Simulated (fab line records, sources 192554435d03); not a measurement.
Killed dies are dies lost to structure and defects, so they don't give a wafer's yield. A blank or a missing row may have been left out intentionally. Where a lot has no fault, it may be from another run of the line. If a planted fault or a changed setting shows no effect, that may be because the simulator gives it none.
Which tool did it? ; flow n5_finfet ; 21 lots, 63 wafers sampled, at 6 steps of a route of 1938

== WHAT THE GAUGES SHOWED, per wafer ==
N5_MOL_CONTACT_COAG_OVL_MEAS_41.
lot;measured;on;VD_OVL (nm)
L074;day 5 08:04;overlay-01;0.2 0.2 0.8
L075;day 5 14:11;overlay-01;-0.8 0.2 -0.8
L076;day 5 14:56;overlay-01;0.0 0.8 1.3
L077;day 5 20:43;overlay-01;0.1 1.1 0.3
L078;day 6 03:41;overlay-01;-0.4 0.2 -0.5
L079;day 6 11:27;overlay-01;-0.7 -0.3 -0.3
L080;day 6 17:12;overlay-02;-0.2 0.2 -0.3
L081;day 6 22:11;overlay-02;-1.5 -0.5 0.1
L083;day 7 10:56;overlay-01;-0.3 -1.4 -0.6
L084;day 7 14:19;overlay-02;0.6 -0.3 0.4
L085;day 7 20:50;overlay-01;-0.6 -0.4 -0.8
L087;day 8 13:13;overlay-02;1.2 0.0 -0.6
L088;day 8 14:48;overlay-01;0.1 1.3 1.5
L090;day 9 08:09;overlay-02;-0.4 -0.5 -0.7
L091;day 10 02:25;overlay-01;0.3 -0.4 0.1
L092;day 10 02:50;overlay-01;0.4 -0.6 -0.7
L093;day 10 07:46;overlay-01;0.1 -0.1 0.0
L094;day 10 14:39;overlay-01;0.7 -0.5 -0.2
L095;day 10 18:04;overlay-01;0.4 0.2 0.4
L096;day 11 01:23;overlay-01;0.3 0.2 1.4
L097;day 11 02:07;overlay-02;1.0 -1.0 -0.1

== WHAT TOOL EACH LOT RAN ON (gives the tool, then ch and the chambers of the sampled wafers, and finally the start) ==
lot;N5_MOL_CONTACT_COAG_ETCH_59;N5_MOL_CONTACT_COAG_ETCH_15;N5_MOL_CONTACT_COAG_STRIP_98;N5_MOL_CONTACT_COAG_TI_SIL_19;N5_MOL_CONTACT_COAG_ETCHBACK_132
L074;rie_diel-01 ch 1,2,3, day 4 20:19;rie_diel-01 ch 1,2,3, day 4 20:30;rie_diel-01 ch 1,2,3, day 4 20:37;pvd_sputter-01, day 4 23:22;rie_diel-01 ch 0,2,3, day 5 07:13
L075;rie_diel-01 ch 0,1, day 5 04:26;rie_diel-01 ch 0,1, day 5 04:38;rie_diel-01 ch 0,1, day 5 04:44;pvd_sputter-02, day 5 05:16;rie_diel-04 ch 0,2, day 5 13:13
L076;rie_diel-01 ch 1,2,3, day 5 05:21;rie_diel-01 ch 1,2,3, day 5 05:32;rie_diel-01 ch 1,2,3, day 5 05:39;pvd_sputter-02, day 5 06:10;rie_diel-05 ch 0,1,2, day 5 14:05
L077;rie_diel-01 ch 0,1,3, day 5 10:24;rie_diel-01 ch 0,1,3, day 5 10:35;rie_diel-01 ch 0,1,3, day 5 10:41;pvd_sputter-01, day 5 11:13;rie_diel-04 ch 0,1, day 5 19:52
L078;rie_diel-05 ch 2,3, day 5 15:47;rie_diel-05 ch 2,3, day 5 15:58;rie_diel-05 ch 2,3, day 5 16:04;pvd_sputter-01, day 5 18:17;rie_diel-05 ch 1,2,3, day 6 02:50
L079;rie_diel-01 ch 1,2, day 5 23:37;rie_diel-01 ch 1,2, day 5 23:48;rie_diel-01 ch 1,2, day 5 23:55;pvd_sputter-03, day 6 01:56;rie_diel-05 ch 1,3, day 6 10:29
L080;rie_diel-01 ch 1,2,3, day 6 04:54;rie_diel-01 ch 1,2,3, day 6 05:05;rie_diel-01 ch 1,2,3, day 6 05:11;pvd_sputter-02, day 6 05:44;rie_diel-01 ch 0,1,2, day 6 16:22
L081;rie_diel-01 ch 0,1,3, day 6 10:22;rie_diel-01 ch 0,1,3, day 6 10:33;rie_diel-01 ch 0,1,3, day 6 10:40;pvd_sputter-03, day 6 12:01;rie_diel-04 ch 2,3, day 6 21:11
L083;rie_diel-04 ch 0,1, day 6 22:20;rie_diel-04 ch 0,1, day 6 22:31;rie_diel-04 ch 0,1, day 6 22:37;pvd_sputter-01, day 7 00:29;rie_diel-04 ch 2,3, day 7 09:52
L084;rie_diel-05 ch 1,3, day 7 03:41;rie_diel-05 ch 1,3, day 7 03:52;rie_diel-05 ch 1,3, day 7 03:59;pvd_sputter-03, day 7 05:09;rie_diel-04 ch 0,1,3, day 7 13:26
L085;rie_diel-01 ch 0,2,3, day 7 10:48;rie_diel-01 ch 0,2,3, day 7 10:59;rie_diel-01 ch 0,2,3, day 7 11:05;pvd_sputter-03, day 7 12:01;rie_diel-01 ch 0,1,3, day 7 19:59
L087;rie_diel-04 ch 1,2,3, day 7 22:04;rie_diel-04 ch 1,2,3, day 7 22:16;rie_diel-04 ch 1,2,3, day 7 22:22;pvd_sputter-02, day 7 22:56;rie_diel-04 ch 2,3, day 8 12:13
L088;rie_diel-04 ch 1,2, day 8 03:48;rie_diel-04 ch 1,2, day 8 03:59;rie_diel-04 ch 1,2, day 8 04:05;pvd_sputter-01, day 8 06:19;rie_diel-01 ch 0,1,2, day 8 13:58
L090;rie_diel-04 ch 2,3, day 8 14:38;rie_diel-04 ch 2,3, day 8 14:55;rie_diel-04 ch 2,3, day 8 15:04;pvd_sputter-02, day 8 16:40;rie_diel-04 ch 0,2, day 9 04:23
L091;rie_diel-04 ch 0,2,3, day 9 10:52;rie_diel-04 ch 0,2,3, day 9 11:02;rie_diel-04 ch 0,2,3, day 9 11:09;pvd_sputter-03, day 9 12:25;rie_diel-01 ch 0,1,3, day 10 01:34
L092;rie_diel-01 ch 0,1, day 9 11:04;rie_diel-01 ch 0,1, day 9 11:15;rie_diel-01 ch 0,1, day 9 11:22;pvd_sputter-03, day 9 12:31;rie_diel-01 ch 1,3, day 10 02:00
L093;rie_diel-04 ch 0,2,3, day 9 18:29;rie_diel-04 ch 0,2,3, day 9 18:40;rie_diel-04 ch 0,2,3, day 9 18:46;pvd_sputter-02, day 9 19:23;rie_diel-01 ch 0,1,3, day 10 06:54
L094;rie_diel-01 ch 0,1,3, day 10 04:21;rie_diel-01 ch 0,1,3, day 10 04:32;rie_diel-01 ch 0,1,3, day 10 04:38;pvd_sputter-03, day 10 06:14;rie_diel-01 ch 1,2,3, day 10 13:41
L095;rie_diel-04 ch 1,2,3, day 10 06:00;rie_diel-04 ch 1,2,3, day 10 06:12;rie_diel-04 ch 1,2,3, day 10 06:18;pvd_sputter-03, day 10 07:59;rie_diel-05 ch 1,2,3, day 10 17:04
L096;rie_diel-05 ch 0,1, day 10 15:05;rie_diel-05 ch 0,1, day 10 15:16;rie_diel-05 ch 0,1, day 10 15:22;pvd_sputter-03, day 10 15:55;rie_diel-04 ch 2,3, day 11 00:33
L097;rie_diel-05 ch 0,2, day 10 16:02;rie_diel-05 ch 0,2, day 10 16:13;rie_diel-05 ch 0,2, day 10 16:19;pvd_sputter-01, day 10 16:53;rie_diel-04 ch 0,1,2, day 11 01:09
- N5_MOL_CONTACT_COAG_ETCH_59: etches underlayer in N2/H2, target depth 13 nm, time 10.4 s.
- N5_MOL_CONTACT_COAG_ETCH_15: etches SiNx in CH3F/O2, stops on Si:P, target depth 7 nm.
- N5_MOL_CONTACT_COAG_STRIP_98: strips in N2/H2.
- N5_MOL_CONTACT_COAG_TI_SIL_19: material Ti, target thk 4.2 nm, time 15 s.
- N5_MOL_CONTACT_COAG_ETCHBACK_132: etches SiO2 in CHF3, target depth 10 nm, time 6.7 s.

== WHAT THE TOOLS THEMSELVES READ (means of the sampled wafers that have a number; where no wafer has one, the mark that the record gives instead) ==
N5_MOL_CONTACT_COAG_ETCH_59.
lot;tool;drypump_motor_current_A (A);etch_rf_on_time_s (s);oes_product_au (a.u.);rf_vpp_V (V);showerhead_plenum_p_Torr (Torr);throttle_valve_pct (%)
L074;rie_diel-01;5.3;10.39;0.65;525.1;2.58;17.96
L075;rie_diel-01;5.9;10.40;0.71;524.3;2.53;17.94
L076;rie_diel-01;5.3;10.38;0.65;524.6;2.58;17.96
L077;rie_diel-01;5.8;10.19;0.71;523.1;2.54;17.96
L078;rie_diel-05;6.0;10.29;0.69;523.4;2.52;17.98
L079;rie_diel-01;5.2;10.29;0.63;524.9;2.59;17.84
L080;rie_diel-01;5.3;10.30;0.65;524.5;2.57;17.96
L081;rie_diel-01;5.8;10.26;0.70;523.8;2.53;17.97
L083;rie_diel-04;6.2;10.44;0.58;523.8;2.54;18.02
L084;rie_diel-05;6.4;10.33;0.69;522.8;2.53;17.84
L085;rie_diel-01;5.6;10.46;0.67;524.8;2.55;17.88
L087;rie_diel-04;5.7;10.37;0.66;523.4;2.55;18.00
L088;rie_diel-04;5.8;10.65;0.59;524.1;2.52;18.13
L090;rie_diel-04;5.5;10.32;0.73;524.4;2.58;17.91
L091;rie_diel-04;5.8;10.55;0.71;524.7;2.57;17.85
L092;rie_diel-01;6.2;10.36;0.70;522.6;2.50;17.89
L093;rie_diel-04;5.7;10.49;0.72;523.9;2.57;17.86
L094;rie_diel-01;5.7;10.40;0.67;523.0;2.52;18.03
L095;rie_diel-04;5.7;10.31;0.73;523.8;2.54;17.87
L096;rie_diel-05;6.3;10.45;0.67;525.5;2.59;17.90
L097;rie_diel-05;5.8;10.42;0.66;527.4;2.66;18.07

N5_MOL_CONTACT_COAG_ETCH_15.
lot;tool;CH3F_flow_sccm (sccm);drypump_motor_current_A (A);oes_product_au (a.u.);rf_vpp_V (V);showerhead_plenum_p_Torr (Torr);throttle_valve_pct (%)
L074;rie_diel-01;29.99;5.3;0.57;298;2.03;16.44
L075;rie_diel-01;29.98;5.9;0.61;298;2.00;16.37
L076;rie_diel-01;29.91;5.3;0.56;298;2.03;16.44
L077;rie_diel-01;30.01;5.7;0.60;296;2.00;16.40
L078;rie_diel-05;30.02;6.0;0.59;297;1.99;16.51
L079;rie_diel-01;29.94;5.2;0.54;301;2.04;16.39
L080;rie_diel-01;30.03;5.3;0.56;298;2.02;16.46
L081;rie_diel-01;30.05;5.8;0.60;296;1.99;16.42
L083;rie_diel-04;29.99;6.2;0.50;299;2.00;16.54
L084;rie_diel-05;29.97;6.4;0.58;294;1.99;16.29
L085;rie_diel-01;30.05;5.6;0.57;300;2.01;16.39
L087;rie_diel-04;29.96;5.7;0.56;298;2.00;16.47
L088;rie_diel-04;29.97;5.8;0.51;297;1.99;16.62
L090;rie_diel-04;29.98;5.5;0.62;299;2.03;16.33
L091;rie_diel-04;29.94;5.7;0.63;298;2.03;16.32
L092;rie_diel-01;29.94;6.2;0.60;298;1.97;16.35
L093;rie_diel-04;30.06;5.7;0.61;298;2.03;16.31
L094;rie_diel-01;30.02;5.8;0.57;296;1.98;16.48
L095;rie_diel-04;29.98;5.7;0.62;298;2.00;16.33
L096;rie_diel-05;30.04;6.3;0.57;297;2.04;16.30
L097;rie_diel-05;30.05;5.8;0.56;299;2.09;16.53

N5_MOL_CONTACT_COAG_STRIP_98.
lot;tool;drypump_motor_current_A (A);oes_product_au (a.u.);rf_vpp_V (V);showerhead_plenum_p_Torr (Torr);throttle_valve_pct (%)
L074;rie_diel-01;5.3;0.77;55.1;3.41;19.01
L075;rie_diel-01;6.0;0.84;54.0;3.34;19.15
L076;rie_diel-01;5.3;0.76;54.4;3.41;18.98
L077;rie_diel-01;5.8;0.83;56.0;3.35;19.06
L078;rie_diel-05;6.0;0.80;54.4;3.33;18.94
L079;rie_diel-01;5.2;0.73;54.4;3.41;18.87
L080;rie_diel-01;5.3;0.75;54.5;3.40;19.01
L081;rie_diel-01;5.8;0.82;54.2;3.35;19.09
L083;rie_diel-04;6.2;0.68;54.5;3.35;18.95
L084;rie_diel-05;6.4;0.81;55.7;3.34;19.02
L085;rie_diel-01;5.6;0.79;54.7;3.37;18.86
L087;rie_diel-04;5.8;0.78;53.5;3.36;19.13
L088;rie_diel-04;5.8;0.70;54.8;3.33;19.27
L090;rie_diel-04;5.5;0.85;54.7;3.41;19.16
L091;rie_diel-04;5.8;0.85;54.5;3.40;19.00
L092;rie_diel-01;6.2;0.82;53.2;3.30;19.04
L093;rie_diel-04;5.8;0.84;55.2;3.40;19.01
L094;rie_diel-01;5.8;0.78;53.7;3.33;19.13
L095;rie_diel-04;5.8;0.85;52.3;3.35;19.02
L096;rie_diel-05;6.3;0.78;54.8;3.42;19.17
L097;rie_diel-05;5.8;0.77;55.3;3.51;19.20

N5_MOL_CONTACT_COAG_TI_SIL_19.
lot;tool;chamber_pressure_pa (Pa);throttle_valve_pct (%)
L074;pvd_sputter-01;5.005;29.5
L075;pvd_sputter-02;4.984;30.6
L076;pvd_sputter-02;5.006;29.9
L077;pvd_sputter-01;5.004;29.3
L078;pvd_sputter-01;5.009;29.1
L079;pvd_sputter-03;4.993;31.2
L080;pvd_sputter-02;5.007;30.5
L081;pvd_sputter-03;5.006;30.9
L083;pvd_sputter-01;5.000;29.5
L084;pvd_sputter-03;5.002;31.8
L085;pvd_sputter-03;4.995;30.8
L087;pvd_sputter-02;5.006;30.6
L088;pvd_sputter-01;4.999;29.6
L090;pvd_sputter-02;5.010;29.7
L091;pvd_sputter-03;4.998;29.2
L092;pvd_sputter-03;4.998;31.2
L093;pvd_sputter-02;5.005;30.4
L094;pvd_sputter-03;4.999;30.8
L095;pvd_sputter-03;4.994;30.4
L096;pvd_sputter-03;4.999;30.9
L097;pvd_sputter-01;4.999;30.3

N5_MOL_CONTACT_COAG_ETCHBACK_132.
lot;tool;CHF3_flow_sccm (sccm);drypump_motor_current_A (A);oes_product_au (a.u.);rf_vpp_V (V);showerhead_plenum_p_Torr (Torr);throttle_valve_pct (%)
L074;rie_diel-01;50.11;5.6;0.81;528;2.40;18.75
L075;rie_diel-04;50.13;5.8;0.71;526;2.41;18.94
L076;rie_diel-05;49.97;6.1;0.79;525;2.46;18.78
L077;rie_diel-04;50.06;6.2;0.68;527;2.38;18.88
L078;rie_diel-05;50.00;6.2;0.80;522;2.39;18.83
L079;rie_diel-05;49.86;6.4;0.81;520;2.37;18.68
L080;rie_diel-01;49.96;5.7;0.79;529;2.39;18.74
L081;rie_diel-04;49.89;5.5;0.89;525;2.42;18.72
L083;rie_diel-04;50.14;5.5;0.78;523;2.40;18.88
L084;rie_diel-04;50.15;6.0;0.76;529;2.41;18.78
L085;rie_diel-01;49.99;5.8;0.80;521;2.37;18.85
L087;rie_diel-04;50.11;5.5;0.85;526;2.42;18.75
L088;rie_diel-01;50.08;5.7;0.77;527;2.38;18.76
L090;rie_diel-04;49.98;5.8;0.78;524;2.39;18.86
L091;rie_diel-01;49.83;5.8;0.78;522;2.36;18.88
L092;rie_diel-01;49.89;5.5;0.75;519;2.37;18.96
L093;rie_diel-01;50.09;5.8;0.78;521;2.36;18.88
L094;rie_diel-01;49.96;5.3;0.83;524;2.40;18.77
L095;rie_diel-05;50.05;6.2;0.76;521;2.38;18.87
L096;rie_diel-04;49.93;5.5;0.82;525;2.41;18.78
L097;rie_diel-04;50.14;6.0;0.84;525;2.38;18.70

== THE ANSWER, worked out from the rows above alone ==
Rule: the usual values come from the lots themselves. The widest of any qualifying gaps counts: lots, ordered by their means at a reading, are off when they make up no more than a third of the lots, leave a main group of 4 or more, and stand apart from it by 3 or more times the standard deviation of that group's means. A main group whose means are all the same, to the digits that the tables above print for the reading, isn't used. A lot without any number at a reading at which 4 lots or more have one is off too. All remaining lots with rows at the step are treated as sound. After the gauges, taken in route order, come the tools' own readings; for these a lot's mean is taken, as printed above. At the first step where some lot is off, the reading lying furthest off is the one used; lots without a number count as furthest.
None of the lots is off at any reading shown; this tells nothing.

== WHAT THE SIMULATOR HAD INSERTED ==
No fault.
